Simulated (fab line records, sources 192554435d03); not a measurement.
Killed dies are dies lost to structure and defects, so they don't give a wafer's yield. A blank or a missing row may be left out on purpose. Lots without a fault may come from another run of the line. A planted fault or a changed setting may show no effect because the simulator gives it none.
Which tool did it? | flow n5_finfet | 10 lots, 26 wafers sampled, at 5 steps of a route of 1938

WHAT THE GAUGES READ, wafer by wafer
The record holds no reading of a measuring or inspecting step that can be judged against a usual standard deviation.

WHICH TOOL RAN EACH LOT (tool, then ch and the chambers of the sampled wafers, then the start)
lot  | N5_BEOL_M8_ETCH_62                 | N5_BEOL_M8_STRIP_19                | N5_BEOL_M8_ETCH_72                 | N5_BEOL_M8_ETCH_65                 | N5_PASSIVATION_PROBE_49
L787 | rie_diel-02 ch 1,2, day 10 12:50   | rie_diel-04 ch 0,1,3, day 10 13:08 | rie_diel-02 ch 1,2, day 10 15:10   | rie_diel-02 ch 1,2, day 10 15:10   | prober-02, day 14 05:38
L789 | rie_diel-02 ch 0,1,2, day 11 00:37 | rie_diel-02 ch 0,1,2, day 11 00:55 | rie_diel-03 ch 1,2,3, day 11 02:59 | rie_diel-03 ch 1,2,3, day 11 03:00 | prober-01, day 14 17:21
L786 | rie_diel-03 ch 0,1,3, day 11 01:36 | rie_diel-03 ch 0,2,3, day 11 01:54 | rie_diel-03 ch 0,3, day 11 04:01   | rie_diel-03 ch 0,3, day 11 04:02   | prober-02, day 14 15:29
L795 | rie_diel-02 ch 0,2, day 12 17:02   | rie_diel-02 ch 0,2, day 12 17:20   | rie_diel-02 ch 0, day 12 21:11     | rie_diel-02 ch 0, day 12 21:13     | prober-01, day 15 20:45
L794 | rie_diel-03 ch 2,3, day 13 11:47   | rie_diel-02 ch 0,3, day 13 12:05   | rie_diel-02 ch 0,3, day 13 13:19   | rie_diel-02 ch 0,3, day 13 13:20   | prober-01, day 16 00:41
L796 | rie_diel-04 ch 3, day 13 22:14     | rie_diel-02 ch 1,2, day 13 22:32   | rie_diel-02 ch 2,3, day 13 23:06   | rie_diel-02 ch 2,3, day 13 23:07   | prober-02, day 16 17:12
L801 | rie_diel-04 ch 1,2,3, day 14 14:27 | rie_diel-02 ch 0,2,3, day 14 14:54 | rie_diel-03 ch 0,1, day 14 16:05   | rie_diel-03 ch 0,1, day 14 16:07   | prober-01, day 17 19:59
L802 | rie_diel-03 ch 0,2,3, day 16 08:38 | rie_diel-04 ch 1,3, day 16 08:56   | rie_diel-04 ch 0,1, day 16 10:35   | rie_diel-04 ch 0,1, day 16 10:36   | prober-01, day 19 01:10
L805 | rie_diel-03 ch 0,1, day 16 15:49   | rie_diel-03 ch 2,3, day 16 16:07   | rie_diel-04 ch 1,2, day 16 17:07   | rie_diel-04 ch 1,2, day 16 17:07   | prober-02, day 19 21:13
L803 | rie_diel-03 ch 1,2,3, day 16 18:47 | rie_diel-04 ch 1,2,3, day 16 19:07 | rie_diel-02 ch 1,2, day 16 20:38   | rie_diel-02 ch 1,2, day 16 20:39   | prober-02, day 19 21:47
- N5_BEOL_M8_ETCH_62: etches SOC in N2/H2, target depth 110 nm, overetch 22 nm, time 165 s.
- N5_BEOL_M8_STRIP_19: strips in O2.
- N5_BEOL_M8_ETCH_72: etches underlayer in N2/H2, target depth 6.5 nm, time 5.2 s.
- N5_BEOL_M8_ETCH_65: etches SiARC in CF4, target depth 15.6 nm, time 26 s.
- N5_PASSIVATION_PROBE_49

WHAT THE TOOLS THEMSELVES READ (means of the sampled wafers that have a number; where no wafer has one, the mark that the record gives instead)
N5_BEOL_M8_ETCH_62. Usual: drypump_motor_current_A 6.02 A, standard deviation 0.25; oes_product_au 0.66 a.u., standard deviation 0.065; rf_fwd_power_W 837.8 W, standard deviation 2.6; rf_vpp_V 522.9 V, standard deviation 2.7; showerhead_plenum_p_Torr 2.50 Torr, standard deviation 0.096; throttle_valve_pct 17.8 %, standard deviation 0.33.
lot  | tool        | drypump_motor_current_A (A) | oes_product_au (a.u.) | rf_fwd_power_W (W) | rf_vpp_V (V) | showerhead_plenum_p_Torr (Torr) | throttle_valve_pct (%) | flag
L787 | rie_diel-02 | 6.21                        | 0.67                  | 837.8              | 523.0        | 2.52                            | 17.5                   |
L789 | rie_diel-02 | 6.26                        | 0.69                  | 837.5              | 524.2        | 2.53                            | 17.6                   |
L786 | rie_diel-03 | 5.76                        | 0.61                  | 836.6              | 522.1        | 2.48                            | 17.9                   |
L795 | rie_diel-02 | 6.20                        | 0.65                  | 838.5              | 520.7        | 2.44                            | 17.6                   |
L794 | rie_diel-03 | 5.99                        | 0.61                  | 837.6              | 522.2        | 2.46                            | 17.7                   |
L796 | rie_diel-04 | 6.14                        | 0.64                  | 838.2              | 520.9        | 2.44                            | 18.1                   |
L801 | rie_diel-04 | 6.00                        | 0.67                  | 839.4              | 521.3        | 2.44                            | 18.0                   |
L802 | rie_diel-03 | 5.79                        | 0.66                  | 835.9              | 523.3        | 2.46                            | 17.7                   |
L805 | rie_diel-03 | 5.70                        | 0.59                  | 838.8              | 520.9        | 2.46                            | 18.2                   |
L803 | rie_diel-03 | 5.96                        | 0.65                  | 837.6              | 522.2        | 2.44                            | 17.8                   |

N5_BEOL_M8_STRIP_19. Usual: drypump_motor_current_A 6.08 A, standard deviation 0.2; oes_product_au 0.79 a.u., standard deviation 0.08; rf_vpp_V 3.6 V, standard deviation 0.64; showerhead_plenum_p_Torr 2.07 Torr, standard deviation 0.077; throttle_valve_pct 16.65 %, standard deviation 0.26.
lot  | tool        | drypump_motor_current_A (A) | oes_product_au (a.u.) | rf_vpp_V (V) | showerhead_plenum_p_Torr (Torr) | throttle_valve_pct (%) | flag
L787 | rie_diel-04 | 6.06                        | 0.73                  | 3.5          | 2.02                            | 16.90                  |
L789 | rie_diel-02 | 6.25                        | 0.81                  | 3.8          | 2.09                            | 16.51                  |
L786 | rie_diel-03 | 5.80                        | 0.73                  | 4.0          | 2.05                            | 16.74                  |
L795 | rie_diel-02 | 6.24                        | 0.77                  | 3.1          | 2.02                            | 16.59                  |
L794 | rie_diel-02 | 6.21                        | 0.82                  | 4.1          | 2.08                            | 16.51                  |
L796 | rie_diel-02 | 6.22                        | 0.78                  | 3.0          | 2.10                            | 16.48                  |
L801 | rie_diel-02 | 6.17                        | 0.78                  | 3.7          | 2.05                            | 16.52                  |
L802 | rie_diel-04 | 6.11                        | 0.72                  | 3.4          | 2.02                            | 17.04                  |
L805 | rie_diel-03 | 5.96                        | 0.83                  | 3.4          | 2.03                            | 16.49                  |
L803 | rie_diel-04 | 5.99                        | 0.77                  | 3.7          | 2.03                            | 16.94                  |

N5_BEOL_M8_ETCH_72. Usual: drypump_motor_current_A 6.02 A, standard deviation 0.23; etch_rf_on_time_s 5.18 s, standard deviation 0.2; oes_product_au 0.66 a.u., standard deviation 0.071; rf_fwd_power_W 819.8 W, standard deviation 2.6; rf_vpp_V 522.6 V, standard deviation 2.8; showerhead_plenum_p_Torr 2.49 Torr, standard deviation 0.094; throttle_valve_pct 17.84 %, standard deviation 0.28.
lot  | tool        | drypump_motor_current_A (A) | etch_rf_on_time_s (s) | oes_product_au (a.u.) | rf_fwd_power_W (W) | rf_vpp_V (V) | showerhead_plenum_p_Torr (Torr) | throttle_valve_pct (%) | flag
L787 | rie_diel-02 | 6.20                        | 5.09                  | 0.68                  | 820.7              | 521.0        | 2.52                            | 17.55                  |
L789 | rie_diel-03 | 5.97                        | 5.31                  | 0.61                  | 821.8              | 521.6        | 2.46                            | 17.92                  |
L786 | rie_diel-03 | 5.76                        | 5.10                  | 0.62                  | 822.2              | 523.8        | 2.50                            | 17.72                  |
L795 | rie_diel-02 | 6.29                        | 3.85                  | 0.83                  | 818.6              | 522.2        | 2.46                            | 17.81                  | OFF
L794 | rie_diel-02 | 6.20                        | 4.42                  | 0.77                  | 819.0              | 522.3        | 2.53                            | 17.70                  | OFF
L796 | rie_diel-02 | 6.13                        | 4.31                  | 0.74                  | 820.0              | 523.0        | 2.51                            | 17.59                  | OFF
L801 | rie_diel-03 | 5.61                        | 5.27                  | 0.60                  | 818.1              | 523.4        | 2.48                            | 18.18                  |
L802 | rie_diel-04 | 6.02                        | 5.12                  | 0.65                  | 818.6              | 522.7        | 2.50                            | 17.88                  |
L805 | rie_diel-04 | 5.91                        | 4.93                  | 0.69                  | 817.9              | 521.6        | 2.44                            | 18.02                  |
L803 | rie_diel-02 | 6.18                        | 5.16                  | 0.64                  | 823.1              | 523.6        | 2.50                            | 17.63                  |

N5_BEOL_M8_ETCH_65. Usual: drypump_motor_current_A 6.01 A, standard deviation 0.23; etch_rf_on_time_s 25.9 s, standard deviation 0.94; oes_product_au 0.66 a.u., standard deviation 0.07; rf_fwd_power_W 531.9 W, standard deviation 2.3; rf_vpp_V 183.8 V, standard deviation 1.2; showerhead_plenum_p_Torr 2.11 Torr, standard deviation 0.078; throttle_valve_pct 15.65 %, standard deviation 0.25.
lot  | tool        | drypump_motor_current_A (A) | etch_rf_on_time_s (s) | oes_product_au (a.u.) | rf_fwd_power_W (W) | rf_vpp_V (V) | showerhead_plenum_p_Torr (Torr) | throttle_valve_pct (%) | flag
L787 | rie_diel-02 | 6.22                        | 25.4                  | 0.68                  | 529.8              | 184.2        | 2.13                            | 15.50                  |
L789 | rie_diel-03 | 5.96                        | 26.8                  | 0.62                  | 531.0              | 184.2        | 2.07                            | 15.70                  |
L786 | rie_diel-03 | 5.73                        | 25.6                  | 0.62                  | 532.2              | 184.2        | 2.12                            | 15.72                  |
L795 | rie_diel-02 | 6.27                        | 26.9                  | 0.68                  | 536.3              | 182.8        | 2.08                            | 15.57                  |
L794 | rie_diel-02 | 6.17                        | 26.3                  | 0.70                  | 534.2              | 183.7        | 2.12                            | 15.41                  |
L796 | rie_diel-02 | 6.14                        | 25.2                  | 0.68                  | 531.9              | 183.1        | 2.11                            | 15.42                  |
L801 | rie_diel-03 | 5.60                        | 26.6                  | 0.60                  | 531.4              | 182.7        | 2.09                            | 16.01                  |
L802 | rie_diel-04 | 6.07                        | 25.7                  | 0.66                  | 531.6              | 184.4        | 2.13                            | 15.73                  |
L805 | rie_diel-04 | 5.92                        | 24.6                  | 0.70                  | 531.5              | 182.8        | 2.08                            | 15.80                  |
L803 | rie_diel-02 | 6.22                        | 25.4                  | 0.64                  | 532.0              | 183.5        | 2.11                            | 15.58                  |

N5_PASSIVATION_PROBE_49. Usual: defect_limited_yield 91.2 %, standard deviation 1.5; killed_at_M0_to_M3 35, standard deviation 12; killed_at_M4_up 14, standard deviation 5.1; killed_at_contacts 13, standard deviation 6; killed_at_front_end 38, standard deviation 12; killed_at_other 4, standard deviation 3.5; killed_dies 104, standard deviation 18; killed_open 68, standard deviation 13; killed_short 33, standard deviation 8.1; sort_bin_5_function 5.2 %, standard deviation 1; sort_bin_6_memory 3.2 %, standard deviation 0.69; sort_bin_8_speed 0.01 %, standard deviation 0.051; sort_n_pass 1076, standard deviation 18; sort_yield_pct 91.2 %, standard deviation 1.5.
lot  | tool      | defect_limited_yield (%) | killed_at_M0_to_M3 | killed_at_M4_up | killed_at_contacts | killed_at_front_end | killed_at_other | killed_dies | killed_open | killed_short | sort_bin_5_function (%) | sort_bin_6_memory (%) | sort_bin_8_speed (%) | sort_n_pass | sort_yield_pct (%) | flag
L787 | prober-02 | 91.7                     | 24                 | 14              | 14                 | 44                  | 2               | 98          | 64          | 27           | 5.0                     | 3.0                   | 0.00                 | 1082        | 91.7               |
L789 | prober-01 | 91.4                     | 29                 | 10              | 20                 | 35                  | 8               | 101         | 65          | 36           | 5.0                     | 3.3                   | 0.00                 | 1079        | 91.4               |
L786 | prober-02 | 90.8                     | 39                 | 11              | 11                 | 36                  | 11              | 108         | 72          | 36           | 5.5                     | 3.5                   | 0.00                 | 1072        | 90.8               |
L795 | prober-01 | 91.0                     | 43                 | 21              | 7                  | 32                  | 3               | 106         | 70          | 37           | 5.5                     | 3.2                   | 0.00                 | 1074        | 91.0               |
L794 | prober-01 | 91.8                     | 26                 | 11              | 26                 | 30                  | 2               | 96          | 60          | 34           | 4.4                     | 3.2                   | 0.00                 | 1084        | 91.8               |
L796 | prober-02 | 91.7                     | 19                 | 18              | 13                 | 43                  | 5               | 98          | 60          | 38           | 5.4                     | 2.5                   | 0.00                 | 1082        | 91.7               |
L801 | prober-01 | 89.7                     | 36                 | 19              | 12                 | 52                  | 4               | 122         | 73          | 49           | 6.0                     | 3.8                   | 0.03                 | 1058        | 89.7               |
L802 | prober-01 | 91.7                     | 28                 | 15              | 6                  | 45                  | 4               | 98          | 61          | 34           | 5.0                     | 2.9                   | 0.00                 | 1082        | 91.7               |
L805 | prober-02 | 89.2                     | 40                 | 15              | 21                 | 45                  | 6               | 128         | 94          | 33           | 6.5                     | 4.1                   | 0.00                 | 1052        | 89.2               |
L803 | prober-02 | 92.3                     | 32                 | 10              | 11                 | 35                  | 3               | 91          | 54          | 30           | 4.5                     | 2.4                   | 0.03                 | 1089        | 92.3               |

THE ANSWER, worked out from the rows above alone
Rule: a lot is off if the mean of its wafers that have a number lies more than 3 standard deviations from the usual mean. A lot without any number at a reading at which 4 lots or more have one is off too. The other lots that the step has rows for count as sound. The gauges are gone through in route order, then the tools' own readings, and for those a lot's mean is taken as printed above. The first step at which some lot is off is used, and at that step the reading that is off furthest; a lot without a number counts as furthest.
Off: L795, L794, L796, at N5_BEOL_M8_ETCH_72 (etch_rf_on_time_s).
A tool fits if, at that step or a process step before it, it ran every lot that is off, and no sound lot after the first of them. None of those tried fits.

WHAT THE SIMULATOR HAD PUT IN
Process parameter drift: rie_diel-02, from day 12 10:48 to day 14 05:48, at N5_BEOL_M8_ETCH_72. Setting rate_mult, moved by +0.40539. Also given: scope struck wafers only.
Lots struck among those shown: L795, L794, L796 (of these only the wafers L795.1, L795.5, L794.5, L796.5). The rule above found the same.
